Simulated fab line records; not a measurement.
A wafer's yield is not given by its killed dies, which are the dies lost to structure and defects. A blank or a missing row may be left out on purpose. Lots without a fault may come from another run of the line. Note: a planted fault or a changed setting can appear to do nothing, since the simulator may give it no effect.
The tool behind it: which one? || flow nandHarc || 38 wafers from 13 lots sampled at 5 of the route's 1159 steps

== WHAT EACH GAUGE READ, for each wafer ==
NHARC_END_SORT_01.
{"lot": "L570", "measured": "day 20 12:38", "on": "prober-02", "killedAtArray": "24 21 38", "killedAtOther": "0 1 1", "killedAtPeriphery": "4 5 1", "killedDies": "28 27 40", "killedOpen": "4 2 2", "killedShort": "0 2 3"}
{"lot": "L569", "measured": "day 20 20:02", "on": "prober-01", "killedAtArray": "11 11 9", "killedAtOther": "0 0 0", "killedAtPeriphery": "3 1 3", "killedDies": "14 12 12", "killedOpen": "3 1 6", "killedShort": "0 1 0"}
{"lot": "L571", "measured": "day 20 04:47", "on": "prober-02", "killedAtArray": "18 15 18", "killedAtOther": "0 0 0", "killedAtPeriphery": "2 1 2", "killedDies": "20 16 20", "killedOpen": "3 2 7", "killedShort": "2 1 1"}
{"lot": "L572", "measured": "day 20 20:29", "on": "prober-02", "killedAtArray": "19 30 27", "killedAtOther": "2 0 3", "killedAtPeriphery": "2 2 4", "killedDies": "23 32 34", "killedOpen": "4 5 4", "killedShort": "1 0 2"}
{"lot": "L573", "measured": "day 21 17:43", "on": "prober-02", "killedAtArray": "30 31 22", "killedAtOther": "1 0 1", "killedAtPeriphery": "1 4 2", "killedDies": "32 35 25", "killedOpen": "3 4 3", "killedShort": "2 2 4"}
{"lot": "L576", "measured": "day 22 02:11", "on": "prober-02", "killedAtArray": "29 669 27", "killedAtOther": "1 0 0", "killedAtPeriphery": "3 7 3", "killedDies": "33 676 30", "killedOpen": "2 3 2", "killedShort": "3 3 1"}
{"lot": "L575", "measured": "day 21 12:30", "on": "prober-01", "killedAtArray": "28 671 14", "killedAtOther": "1 0 1", "killedAtPeriphery": "2 4 3", "killedDies": "31 675 18", "killedOpen": "3 4 3", "killedShort": "2 1 0"}
{"lot": "L581", "measured": "day 22 09:09", "on": "prober-02", "killedAtArray": "669 12", "killedAtOther": "0 0", "killedAtPeriphery": "1 2", "killedDies": "670 14", "killedOpen": "1 4", "killedShort": "1 0"}
{"lot": "L583", "measured": "day 22 18:27", "on": "prober-02", "killedAtArray": "34 28 27", "killedAtOther": "0 1 0", "killedAtPeriphery": "5 7 1", "killedDies": "39 36 28", "killedOpen": "2 5 4", "killedShort": "1 1 0"}
{"lot": "L584", "measured": "day 23 12:49", "on": "prober-01", "killedAtArray": "48 40 36", "killedAtOther": "4 3 2", "killedAtPeriphery": "1 4 5", "killedDies": "53 47 43", "killedOpen": "1 4 0", "killedShort": "2 2 1"}
{"lot": "L586", "measured": "day 23 21:19", "on": "prober-01", "killedAtArray": "39 57 46", "killedAtOther": "0 0 1", "killedAtPeriphery": "2 1 3", "killedDies": "41 58 50", "killedOpen": "3 5 4", "killedShort": "1 3 1"}
{"lot": "L591", "measured": "day 26 19:52", "on": "prober-02", "killedAtArray": "29 19 19", "killedAtOther": "2 2 0", "killedAtPeriphery": "1 2 2", "killedDies": "32 23 21", "killedOpen": "2 2 2", "killedShort": "3 1 3"}
{"lot": "L590", "measured": "day 25 12:46", "on": "prober-02", "killedAtArray": "19 23 26", "killedAtOther": "1 4 3", "killedAtPeriphery": "2 1 2", "killedDies": "22 28 31", "killedOpen": "6 0 6", "killedShort": "1 2 0"}

== WHICH TOOL RAN EACH LOT (tool, then ch and the chambers of the sampled wafers, then the start) ==
{"lot": "L570", "NHARC_A_CHANNEL_FILL_D1_ALD_25": "aldHk-04 ch 0,2,3, day 10 15:50", "NHARC_A_CHANNEL_FILL_D1_CMP_10": "cmp-01 ch 1,2,3, day 11 03:14", "NHARC_A_STAIRCASE_ETCH_170": "rieDiel-12 ch 0,1,2, day 11 05:16", "NHARC_A_STAIRCASE_STRIP_171": "plasmaAsher-01 ch 0,1, day 11 05:34"}
{"lot": "L569", "NHARC_A_CHANNEL_FILL_D1_ALD_25": "aldHk-03 ch 1,2,3, day 10 16:28", "NHARC_A_CHANNEL_FILL_D1_CMP_10": "cmp-02 ch 1,2, day 11 03:14", "NHARC_A_STAIRCASE_ETCH_170": "rieDiel-12 ch 0,1, day 11 05:07", "NHARC_A_STAIRCASE_STRIP_171": "plasmaAsher-02 ch 0,1, day 11 05:20"}
{"lot": "L571", "NHARC_A_CHANNEL_FILL_D1_ALD_25": "aldHk-03 ch 0,2,3, day 10 20:56", "NHARC_A_CHANNEL_FILL_D1_CMP_10": "cmp-02 ch 0,1, day 11 08:14", "NHARC_A_STAIRCASE_ETCH_170": "rieDiel-11 ch 1,3, day 11 10:08", "NHARC_A_STAIRCASE_STRIP_171": "plasmaAsher-01 ch 0,1, day 11 10:22"}
{"lot": "L572", "NHARC_A_CHANNEL_FILL_D1_ALD_25": "aldHk-04 ch 1,2,3, day 10 20:57", "NHARC_A_CHANNEL_FILL_D1_CMP_10": "cmp-04 ch 0,2,3, day 11 08:14", "NHARC_A_STAIRCASE_ETCH_170": "rieDiel-12 ch 1,2,3, day 11 10:08", "NHARC_A_STAIRCASE_STRIP_171": "plasmaAsher-02 ch 0,1, day 11 10:17"}
{"lot": "L573", "NHARC_A_CHANNEL_FILL_D1_ALD_25": "aldHk-03 ch 0,1,2, day 11 14:29", "NHARC_A_CHANNEL_FILL_D1_CMP_10": "cmp-01 ch 0,1,2, day 12 00:40", "NHARC_A_STAIRCASE_ETCH_170": "rieDiel-02 ch 0,2,3, day 12 02:46", "NHARC_A_STAIRCASE_STRIP_171": "plasmaAsher-01 ch 0, day 12 02:53"}
{"lot": "L576", "NHARC_A_CHANNEL_FILL_D1_ALD_25": "aldHk-02 ch 0,1, day 11 23:07", "NHARC_A_CHANNEL_FILL_D1_CMP_10": "cmp-01 ch 0,2,3, day 12 10:37", "NHARC_A_STAIRCASE_ETCH_170": "rieDiel-12 ch 0,1,2, day 12 12:34", "NHARC_A_STAIRCASE_STRIP_171": "plasmaAsher-02 ch 0,1, day 12 12:48"}
{"lot": "L575", "NHARC_A_CHANNEL_FILL_D1_ALD_25": "aldHk-04 ch 1,2, day 11 23:07", "NHARC_A_CHANNEL_FILL_D1_CMP_10": "cmp-04 ch 0,1,2, day 12 10:39", "NHARC_A_STAIRCASE_ETCH_170": "rieDiel-12 ch 1,2, day 12 12:43", "NHARC_A_STAIRCASE_STRIP_171": "plasmaAsher-01 ch 0,1, day 12 12:55"}
{"lot": "L581", "NHARC_A_CHANNEL_FILL_D1_ALD_25": "aldHk-04 ch 1,2, day 13 08:37", "NHARC_A_CHANNEL_FILL_D1_CMP_10": "cmp-04 ch 2,3, day 13 18:38", "NHARC_A_STAIRCASE_ETCH_170": "rieDiel-12 ch 0,3, day 13 21:07", "NHARC_A_STAIRCASE_STRIP_171": "plasmaAsher-02 ch 0, day 13 21:13"}
{"lot": "L583", "NHARC_A_CHANNEL_FILL_D1_ALD_25": "aldHk-04 ch 0,1,3, day 13 16:26", "NHARC_A_CHANNEL_FILL_D1_CMP_10": "cmp-01 ch 1,2, day 14 03:43", "NHARC_A_STAIRCASE_ETCH_170": "rieDiel-11 ch 0,2,3, day 14 05:38", "NHARC_A_STAIRCASE_STRIP_171": "plasmaAsher-01 ch 0, day 14 05:44"}
{"lot": "L584", "NHARC_A_CHANNEL_FILL_D1_ALD_25": "aldHk-02 ch 1,2,3, day 14 09:40", "NHARC_A_CHANNEL_FILL_D1_CMP_10": "cmp-02 ch 1,2,3, day 14 21:07", "NHARC_A_STAIRCASE_ETCH_170": "rieDiel-11 ch 1,2, day 14 22:49", "NHARC_A_STAIRCASE_STRIP_171": "plasmaAsher-01 ch 0,1, day 14 22:59"}
{"lot": "L586", "NHARC_A_CHANNEL_FILL_D1_ALD_25": "aldHk-04 ch 0,1,3, day 14 16:54", "NHARC_A_CHANNEL_FILL_D1_CMP_10": "cmp-04 ch 0,1,3, day 15 07:49", "NHARC_A_STAIRCASE_ETCH_170": "rieDiel-11 ch 1,2,3, day 15 09:48", "NHARC_A_STAIRCASE_STRIP_171": "plasmaAsher-01 ch 0,1, day 15 09:58"}
{"lot": "L591", "NHARC_A_CHANNEL_FILL_D1_ALD_25": "aldHk-04 ch 2,3, day 16 02:33", "NHARC_A_CHANNEL_FILL_D1_CMP_10": "cmp-04 ch 1,2,3, day 16 13:51", "NHARC_A_STAIRCASE_ETCH_170": "rieDiel-11 ch 0,3, day 16 15:53", "NHARC_A_STAIRCASE_STRIP_171": "plasmaAsher-02 ch 0,1, day 16 16:03"}
{"lot": "L590", "NHARC_A_CHANNEL_FILL_D1_ALD_25": "aldHk-03 ch 1,2,3, day 16 03:10", "NHARC_A_CHANNEL_FILL_D1_CMP_10": "cmp-02 ch 0,1, day 16 13:49", "NHARC_A_STAIRCASE_ETCH_170": "rieDiel-12 ch 0,3, day 16 15:41", "NHARC_A_STAIRCASE_STRIP_171": "plasmaAsher-01 ch 0,1, day 16 15:51"}
- NHARC_A_CHANNEL_FILL_D1_ALD_25: deposits SiOx, target thk 60 nm, pulse time 10 s, ald cycles 600.
- NHARC_A_CHANNEL_FILL_D1_CMP_10: polishes, target thk 150 nm.
- NHARC_A_STAIRCASE_ETCH_170: etches the open film in C4F6/O2, target depth 200 nm, time 66.667 s.
- NHARC_A_STAIRCASE_STRIP_171: strips in O2.

== WHAT THE TOOLS THEMSELVES READ (means of the sampled wafers that have a number; where no wafer has one, the mark that the record gives instead) ==
NHARC_A_CHANNEL_FILL_D1_ALD_25.
{"lot": "L570", "tool": "aldHk-04", "heaterPowerW (W)": 509, "precursorPulseHeightRel": 0.978, "susceptorTempC (C)": 300.05}
{"lot": "L569", "tool": "aldHk-03", "heaterPowerW (W)": 495, "precursorPulseHeightRel": 0.998, "susceptorTempC (C)": 299.84}
{"lot": "L571", "tool": "aldHk-03", "heaterPowerW (W)": 450, "precursorPulseHeightRel": 0.995, "susceptorTempC (C)": 299.86}
{"lot": "L572", "tool": "aldHk-04", "heaterPowerW (W)": 459, "precursorPulseHeightRel": 1.015, "susceptorTempC (C)": 300.09}
{"lot": "L573", "tool": "aldHk-03", "heaterPowerW (W)": 464, "precursorPulseHeightRel": 0.976, "susceptorTempC (C)": 299.97}
{"lot": "L576", "tool": "aldHk-02", "heaterPowerW (W)": 520, "precursorPulseHeightRel": 1.003, "susceptorTempC (C)": 300.15}
{"lot": "L575", "tool": "aldHk-04", "heaterPowerW (W)": 430, "precursorPulseHeightRel": 0.991, "susceptorTempC (C)": 300.10}
{"lot": "L581", "tool": "aldHk-04", "heaterPowerW (W)": 440, "precursorPulseHeightRel": 0.976, "susceptorTempC (C)": 299.78}
{"lot": "L583", "tool": "aldHk-04", "heaterPowerW (W)": 475, "precursorPulseHeightRel": 1.012, "susceptorTempC (C)": 299.96}
{"lot": "L584", "tool": "aldHk-02", "heaterPowerW (W)": 477, "precursorPulseHeightRel": 0.988, "susceptorTempC (C)": 300.17}
{"lot": "L586", "tool": "aldHk-04", "heaterPowerW (W)": 470, "precursorPulseHeightRel": 1.002, "susceptorTempC (C)": 300.03}
{"lot": "L591", "tool": "aldHk-04", "heaterPowerW (W)": 506, "precursorPulseHeightRel": 0.981, "susceptorTempC (C)": 300.18}
{"lot": "L590", "tool": "aldHk-03", "heaterPowerW (W)": 464, "precursorPulseHeightRel": 1.003, "susceptorTempC (C)": 299.70}

NHARC_A_CHANNEL_FILL_D1_CMP_10.
{"lot": "L570", "tool": "cmp-01", "motorCurrentA (A)": 11.6, "timeToEndpointS (s)": 13.3}
{"lot": "L569", "tool": "cmp-02", "motorCurrentA (A)": 12.4, "timeToEndpointS (s)": 13.9}
{"lot": "L571", "tool": "cmp-02", "motorCurrentA (A)": 11.6, "timeToEndpointS (s)": 15.6}
{"lot": "L572", "tool": "cmp-04", "motorCurrentA (A)": 13.6, "timeToEndpointS (s)": 12.8}
{"lot": "L573", "tool": "cmp-01", "motorCurrentA (A)": 11.5, "timeToEndpointS (s)": 15.2}
{"lot": "L576", "tool": "cmp-01", "motorCurrentA (A)": 11.7, "timeToEndpointS (s)": 14.2}
{"lot": "L575", "tool": "cmp-04", "motorCurrentA (A)": 12.6, "timeToEndpointS (s)": 15.4}
{"lot": "L581", "tool": "cmp-04", "motorCurrentA (A)": 12.7, "timeToEndpointS (s)": 11.8}
{"lot": "L583", "tool": "cmp-01", "motorCurrentA (A)": 11.1, "timeToEndpointS (s)": 17.7}
{"lot": "L584", "tool": "cmp-02", "motorCurrentA (A)": 12.2, "timeToEndpointS (s)": 14.9}
{"lot": "L586", "tool": "cmp-04", "motorCurrentA (A)": 13.3, "timeToEndpointS (s)": 14.7}
{"lot": "L591", "tool": "cmp-04", "motorCurrentA (A)": 12.7, "timeToEndpointS (s)": 10.7}
{"lot": "L590", "tool": "cmp-02", "motorCurrentA (A)": 11.3, "timeToEndpointS (s)": 16.4}

NHARC_A_STAIRCASE_ETCH_170.
{"lot": "L570", "tool": "rieDiel-12", "drypumpMotorCurrentA (A)": 5.9, "oesProductAu (a.u.)": 0.975, "rfVppV (V)": 545.7, "runLengthS (s)": 88.5, "showerheadPlenumPTorr (Torr)": 3.89, "throttleValvePct (%)": 26.910}
{"lot": "L569", "tool": "rieDiel-12", "drypumpMotorCurrentA (A)": 6.3, "oesProductAu (a.u.)": 0.978, "rfVppV (V)": 546.3, "runLengthS (s)": 88.5, "showerheadPlenumPTorr (Torr)": 3.92, "throttleValvePct (%)": 26.899}
{"lot": "L571", "tool": "rieDiel-11", "drypumpMotorCurrentA (A)": 5.7, "oesProductAu (a.u.)": 0.972, "rfVppV (V)": 547.7, "runLengthS (s)": 88.2, "showerheadPlenumPTorr (Torr)": 3.98, "throttleValvePct (%)": 26.895}
{"lot": "L572", "tool": "rieDiel-12", "drypumpMotorCurrentA (A)": 5.6, "oesProductAu (a.u.)": 0.967, "rfVppV (V)": 544.8, "runLengthS (s)": 88.0, "showerheadPlenumPTorr (Torr)": 3.87, "throttleValvePct (%)": 26.908}
{"lot": "L573", "tool": "rieDiel-02", "drypumpMotorCurrentA (A)": 6.0, "oesProductAu (a.u.)": 0.975, "rfVppV (V)": 545.9, "runLengthS (s)": 88.2, "showerheadPlenumPTorr (Torr)": 3.85, "throttleValvePct (%)": 26.902}
{"lot": "L576", "tool": "rieDiel-12", "drypumpMotorCurrentA (A)": 5.9, "oesProductAu (a.u.)": 0.983, "rfVppV (V)": 545.5, "runLengthS (s)": 85.4, "showerheadPlenumPTorr (Torr)": 3.88, "throttleValvePct (%)": 26.898}
{"lot": "L575", "tool": "rieDiel-12", "drypumpMotorCurrentA (A)": 5.5, "oesProductAu (a.u.)": 0.966, "rfVppV (V)": 544.8, "runLengthS (s)": 85.4, "showerheadPlenumPTorr (Torr)": 3.84, "throttleValvePct (%)": 26.895}
{"lot": "L581", "tool": "rieDiel-12", "drypumpMotorCurrentA (A)": 6.2, "oesProductAu (a.u.)": 0.966, "rfVppV (V)": 546.1, "runLengthS (s)": 83.5, "showerheadPlenumPTorr (Torr)": 3.84, "throttleValvePct (%)": 26.904}
{"lot": "L583", "tool": "rieDiel-11", "drypumpMotorCurrentA (A)": 6.0, "oesProductAu (a.u.)": 0.987, "rfVppV (V)": 542.8, "runLengthS (s)": 87.9, "showerheadPlenumPTorr (Torr)": 3.74, "throttleValvePct (%)": 26.906}
{"lot": "L584", "tool": "rieDiel-11", "drypumpMotorCurrentA (A)": 5.4, "oesProductAu (a.u.)": 0.962, "rfVppV (V)": 547.3, "runLengthS (s)": 88.3, "showerheadPlenumPTorr (Torr)": 3.95, "throttleValvePct (%)": 26.904}
{"lot": "L586", "tool": "rieDiel-11", "drypumpMotorCurrentA (A)": 5.7, "oesProductAu (a.u.)": 0.966, "rfVppV (V)": 546.2, "runLengthS (s)": 88.4, "showerheadPlenumPTorr (Torr)": 3.87, "throttleValvePct (%)": 26.899}
{"lot": "L591", "tool": "rieDiel-11", "drypumpMotorCurrentA (A)": 6.4, "oesProductAu (a.u.)": 0.991, "rfVppV (V)": 548.7, "runLengthS (s)": 87.9, "showerheadPlenumPTorr (Torr)": 3.94, "throttleValvePct (%)": 26.900}
{"lot": "L590", "tool": "rieDiel-12", "drypumpMotorCurrentA (A)": 6.4, "oesProductAu (a.u.)": 0.952, "rfVppV (V)": 544.9, "runLengthS (s)": 88.1, "showerheadPlenumPTorr (Torr)": 3.83, "throttleValvePct (%)": 26.900}

NHARC_A_STAIRCASE_STRIP_171.
{"lot": "L570", "tool": "plasmaAsher-01", "drypumpMotorCurrentA (A)": 5.6, "heaterPowerW (W)": 317, "rfReflPowerW (W)": "-"}
{"lot": "L569", "tool": "plasmaAsher-02", "drypumpMotorCurrentA (A)": 5.8, "heaterPowerW (W)": 325, "rfReflPowerW (W)": 20.0}
{"lot": "L571", "tool": "plasmaAsher-01", "drypumpMotorCurrentA (A)": 5.6, "heaterPowerW (W)": 312, "rfReflPowerW (W)": "-"}
{"lot": "L572", "tool": "plasmaAsher-02", "drypumpMotorCurrentA (A)": 5.8, "heaterPowerW (W)": 329, "rfReflPowerW (W)": "-"}
{"lot": "L573", "tool": "plasmaAsher-01", "drypumpMotorCurrentA (A)": 5.2, "heaterPowerW (W)": 291, "rfReflPowerW (W)": 25.2}
{"lot": "L576", "tool": "plasmaAsher-02", "drypumpMotorCurrentA (A)": 5.9, "heaterPowerW (W)": 316, "rfReflPowerW (W)": 21.7}
{"lot": "L575", "tool": "plasmaAsher-01", "drypumpMotorCurrentA (A)": 5.5, "heaterPowerW (W)": 317, "rfReflPowerW (W)": 24.5}
{"lot": "L581", "tool": "plasmaAsher-02", "drypumpMotorCurrentA (A)": 6.1, "heaterPowerW (W)": 310, "rfReflPowerW (W)": 23.0}
{"lot": "L583", "tool": "plasmaAsher-01", "drypumpMotorCurrentA (A)": 5.2, "heaterPowerW (W)": 299, "rfReflPowerW (W)": 26.4}
{"lot": "L584", "tool": "plasmaAsher-01", "drypumpMotorCurrentA (A)": 5.9, "heaterPowerW (W)": 339, "rfReflPowerW (W)": 23.4}
{"lot": "L586", "tool": "plasmaAsher-01", "drypumpMotorCurrentA (A)": 5.6, "heaterPowerW (W)": 323, "rfReflPowerW (W)": 25.1}
{"lot": "L591", "tool": "plasmaAsher-02", "drypumpMotorCurrentA (A)": 5.8, "heaterPowerW (W)": 332, "rfReflPowerW (W)": 20.3}
{"lot": "L590", "tool": "plasmaAsher-01", "drypumpMotorCurrentA (A)": 5.5, "heaterPowerW (W)": 318, "rfReflPowerW (W)": 24.6}

== THE ANSWER, worked out from the rows above alone ==
Rule: the usual values come from the lots themselves. The widest of any qualifying gaps counts: lots, ordered by their means at a reading, are off when they make up no more than a third of the lots, leave a main group of 4 or more, and stand apart from it by 3 or more times the standard deviation of that group's means. The tables above print the reading to a certain number of digits; a main group whose means all agree to those digits is not used. Also off: a lot with no number at a reading for which 4 or more lots have one. The other lots that the step has rows for count as sound. After the gauges, taken in route order, come the tools' own readings; for these a lot's mean is taken, as printed above. At the first step where some lot is off, the reading lying furthest off is the one used; lots without a number count as furthest.
Off at NHARC_END_SORT_01 (killedAtArray): L576, L575, L581. Main group: mean 27, sd 10.
If a tool, at a process step before that reading, ran all the lots that are off and no sound lot after the first of them, it fits. The gauges at NHARC_END_SORT_01 aren't tried: what is off there is off at NHARC_A_STAIRCASE_ETCH_170 too, on other tools, and a gauge's error can't cause that. Of those tried, none fits.

== WHAT THE SIMULATOR HAD INSERTED ==
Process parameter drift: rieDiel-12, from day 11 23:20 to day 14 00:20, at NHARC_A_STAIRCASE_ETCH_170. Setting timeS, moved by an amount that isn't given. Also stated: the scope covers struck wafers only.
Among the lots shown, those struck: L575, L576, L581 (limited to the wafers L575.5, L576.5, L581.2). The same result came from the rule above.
